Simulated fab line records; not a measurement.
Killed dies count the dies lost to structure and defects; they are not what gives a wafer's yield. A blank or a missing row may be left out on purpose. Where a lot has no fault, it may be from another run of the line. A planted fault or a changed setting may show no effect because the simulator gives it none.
Which of the tools did it?    flow nand_harc    21 wafers from 7 lots sampled at 5 of the route's 1302 steps

WHAT THE GAUGES READ, wafer by wafer
NHARC_END_SORT_01.
lot    measured    on    killed_at_array

WHAT TOOL EACH LOT RAN ON (gives the tool, then ch and the chambers of the sampled wafers, and finally the start)
lot   NHARC_A_BLC_PVD_32            NHARC_A_BONDPAD_CMP_29         NHARC_A_BONDPAD_PRE_CLEAN_26             NHARC_THIN_TSV_PRE_CLEAN_54
L349  pvd_sputter-02, day 24 06:21  cmp-02 ch 1,2,3, day 24 17:01  pvd_sputter-02, day 25 13:57 or earlier  pvd_sputter-02, day 25 13:57
L353  pvd_sputter-03, day 26 02:31  cmp-02 ch 2,3, day 26 12:25    pvd_sputter-01, day 27 11:32 or earlier  pvd_sputter-03, day 27 11:32
L355  pvd_sputter-02, day 26 18:22  cmp-03 ch 0,2, day 27 04:19    pvd_sputter-02, day 28 01:23 or earlier  pvd_sputter-03, day 28 01:23
L360  pvd_sputter-01, day 29 01:49  cmp-03 ch 1,2,3, day 29 11:46  pvd_sputter-03, day 30 08:12 or earlier  pvd_sputter-01, day 30 08:12
L359  pvd_sputter-03, day 29 17:32  cmp-04 ch 0,1,3, day 30 03:56  pvd_sputter-01, day 31 02:29 or earlier  pvd_sputter-02, day 31 02:29
L364  pvd_sputter-03, day 31 13:41  cmp-02 ch 1,2, day 32 00:01    pvd_sputter-03, day 32 21:05 or earlier  pvd_sputter-03, day 32 21:05
L368  pvd_sputter-03, day 32 06:58  cmp-04 ch 0,2,3, day 32 17:25  pvd_sputter-02, day 33 14:39 or earlier  pvd_sputter-03, day 33 14:39
- NHARC_A_BLC_PVD_32: deposits Ti, target thk 5 nm, time 17.7 s.
- NHARC_A_BONDPAD_CMP_29: polishes SiCN, target thk 200 nm.
- NHARC_A_BONDPAD_PRE_CLEAN_26: time 30 s.
- NHARC_THIN_TSV_PRE_CLEAN_54: time 30 s.

THE ANSWER, worked out from the rows above alone
Rule: the usual values come from the lots themselves. Put in order of their means at a reading, lots are off if they are a third of the lots or fewer, leave a main group of 4 or more, and stand apart from it by a gap of 3 or more times the standard deviation of the main group's means; of several such gaps the widest counts. A main group is skipped when, at the precision printed for the reading in the tables above, its means are all equal. A lot without any number at a reading at which 4 lots or more have one is off too. The other lots that the step has rows for count as sound.
None of the lots is off at any reading shown; this tells nothing.

WHAT WAS PUT IN BY THE SIMULATOR
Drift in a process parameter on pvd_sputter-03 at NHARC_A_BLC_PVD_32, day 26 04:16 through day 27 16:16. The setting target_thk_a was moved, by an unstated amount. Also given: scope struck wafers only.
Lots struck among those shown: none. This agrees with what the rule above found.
